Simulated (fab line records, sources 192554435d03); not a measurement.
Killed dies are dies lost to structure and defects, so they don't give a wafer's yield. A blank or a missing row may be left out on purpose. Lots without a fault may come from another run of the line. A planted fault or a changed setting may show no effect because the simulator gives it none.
A struck lot beside a sound one | flow n5_finfet | 20 steps out of a route of 1938
Sound: wafers L686.2, L686.4, L686.5. Struck: wafers L703.1, L703.2, L703.4. The cause comes at the end.
At each step with rows: each side's tool, then ch and its chambers, then its first start. Under that, the readings that differ: sound wafers | struck wafers | difference of the means | sigmas: that difference in standard deviations of wafers without a fault.
alike: readings whose means differ by less than 2 such deviations, and words and numbers that are the same on both sides. not compared: withheld readings, readings that some wafer has no value for, bounds like >300 that may hide the same value, and numbers for which the record gives no deviation and whose values overlap.
The two part at a step that has a row with sigmas, a row that says differs or no value, or rows on one side only. Numbers that don't overlap but have no deviation are shown without sigmas and don't part them. A reading that every wafer of one side lacks parts them only if that side has two wafers or more.

first, 8 steps without rows for these wafers: N5_BEOL_M7_DESCUM_16 (chemistry O2, time 7.9 s); N5_BEOL_M7_ETCH_61 (etches SiARC in CF4, target depth 45.5 nm, time 75.8 s); N5_BEOL_M7_ETCH_62 (etches SOC in N2/H2, target depth 110 nm, overetch 22 nm, time 165 s); N5_BEOL_M7_STRIP_68 (strips in N2/H2); N5_BEOL_M7_STRIP_67 (strips in CF4); N5_BEOL_M7_HM_OPEN_17 (chemistry Cl2/BCl3, target TiN, target depth 20 nm, overetch 6 nm); N5_BEOL_M7_STRIP_19 (strips in O2); N5_BEOL_M7_COAT_63 (time 60 s, resist thk 60 nm).
N5_BEOL_M7_COAT_64: time 60 s, resist thk 12 nm.
  sound on litho_track-02 ch 0, day 10 17:31; struck on litho_track-02 ch 0, day 13 20:53
  reading              | sound                | struck               | difference | sigmas
  spin_speed_rpm (rpm) | 1501.2 1498.4 1500.0 | 1430.2 1431.7 1429.9 | -69.3      | -63
  alike: dispense_pressure_kPa, heater_power_total_W
then, 9 steps without rows for these wafers: N5_BEOL_M7_COAT_71 (time 60 s, resist thk 5 nm); N5_BEOL_M7_COAT_22 (resist thk 30 nm); N5_BEOL_M7_EBR_24; N5_BEOL_M7_SOFTBAKE_23 (time 60 s); N5_BEOL_M7_EXPOSE_25 (exposes mask V6, target cd 40 nm); N5_BEOL_M7_PEB_26 (peb time 60 s); N5_BEOL_M7_DEVELOP_27 (develop time 30 s); N5_BEOL_M7_DESCUM_33 (chemistry O2, time 7 s); N5_BEOL_M7_ETCH_72 (etches underlayer in N2/H2, target depth 6.5 nm, time 5.2 s).
N5_BEOL_M7_ETCH_65: etches SiARC in CF4, target depth 15.6 nm, time 26 s.
  sound on rie_diel-05 ch 2,3, day 10 18:05; struck on rie_diel-03 ch 0,2,3, day 13 21:21
  reading                                      | sound          | struck           | difference | sigmas
  model.etch.depth_nm (nm)                     | 11.98 12 12.01 | 12.31 12.3 12.29 | +0.30      |
  model.CAR-EUV_of_BEOL_M7_COAT_22.thk_nm (nm) | 11.2 11.2 11.2 | 11 10.8 10.8     | +0         |
  alike: drypump_motor_current_A, etch_rf_on_time_s, oes_product_au, rf_vpp_V, showerhead_plenum_p_Torr, throttle_valve_pct
  not compared: rf_hours_counter_h
then, 1 step without rows for these wafers: N5_BEOL_M7_ETCH_66 (etches SOC in N2/H2, target depth 80 nm, overetch 16 nm, time 120 s).

WHERE THEY PART
Only at N5_BEOL_M7_COAT_64, within this record. Later steps at which nothing parts them and some readings are alike: N5_BEOL_M7_ETCH_65.

WHY: what the simulator had put in
Process parameter drift: litho_track-02, from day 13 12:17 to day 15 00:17, at N5_BEOL_M7_COAT_64. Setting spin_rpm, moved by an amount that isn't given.
